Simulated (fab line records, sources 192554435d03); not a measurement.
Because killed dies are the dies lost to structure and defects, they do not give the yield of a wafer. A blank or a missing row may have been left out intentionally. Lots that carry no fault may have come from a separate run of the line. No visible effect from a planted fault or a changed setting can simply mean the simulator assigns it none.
Matching of chambers -- flow n5_finfet -- rie_diel-01 running N5_BEOL_M1_ETCH_77: 4 sister chambers
The step etches underlayer in N2/H2, target depth 6.5 nm, time 5.2 s. 18 wafers are shown with their chamber, then 9 later ones without.

== WAFERS WITH THEIR CHAMBER ==
wafer,chamber,drypump_motor_current_A (A),showerhead_plenum_p_Torr (Torr),throttle_valve_pct (%)
L075.1,1,4.7,2.61,18.22
L075.3,3,6.2,2.46,17.62
L075.6,3,6.2,2.46,17.62
L077.1,1,4.7,2.61,18.20
L077.3,2,6.6,2.50,18.25
L077.6,1,4.7,2.61,18.20
L079.1,3,6.2,2.46,17.65
L079.4,3,6.2,2.46,17.63
L079.6,2,6.6,2.50,18.25
L080.1,0,5.8,2.71,17.52
L080.3,3,6.2,2.46,17.66
L080.5,2,6.6,2.50,18.26
L082.1,1,4.7,2.61,17.78
L082.5,1,4.7,2.61,17.78
L082.6,0,5.9,2.70,17.50
L085.2,3,6.2,2.45,17.70
L085.4,3,6.2,2.45,17.68
L085.6,0,5.9,2.70,17.51

SIGNATURES (averages over the wafers above)
reading,chamber 0,chamber 1,chamber 2,chamber 3,scatter within a chamber
drypump_motor_current_A,5.867,4.700,6.600,6.200,0.0218
showerhead_plenum_p_Torr,2.7033,2.6100,2.5000,2.4571,0.00387
throttle_valve_pct,17.5100,18.0360,18.2533,17.6514,0.127
Rule: for a wafer and a chamber, the distance is found by dividing, reading by reading, the gap between the wafer's reading and the chamber's mean by the reading's scatter, squaring, summing and taking the root. The wafer belongs to the nearest chamber; if the next one is less than 2 further off, it can't be placed. The scatter: the root of (the sum of the squares of (reading less its chamber's mean) over the shown wafers, divided by (wafers less chambers)).

== WAFERS WITH NO CHAMBER GIVEN ==
wafer,drypump_motor_current_A (A),showerhead_plenum_p_Torr (Torr),throttle_valve_pct (%)
L091.2,6.3,2.45,17.69
L091.4,6.6,2.50,17.84
L091.6,6.2,2.45,17.70
L094.1,6.2,2.45,17.70
L094.3,6.5,2.49,17.85
L094.4,4.7,2.60,17.81
L097.2,5.9,2.69,17.55
L097.3,6.2,2.45,17.70
L097.4,6.6,2.49,17.87

== THE CHAMBER EACH PASSED THROUGH ==
wafer,from the rows above,in truth
L091.2,3,3
L091.4,2,2
L091.6,3,3
L094.1,3,3
L094.3,2,2
L094.4,1,1
L097.2,0,0
L097.3,3,3
L097.4,2,2
Placed correctly: 9 of 9. Can't be placed from these rows: 0. Wrongly placed: 0.
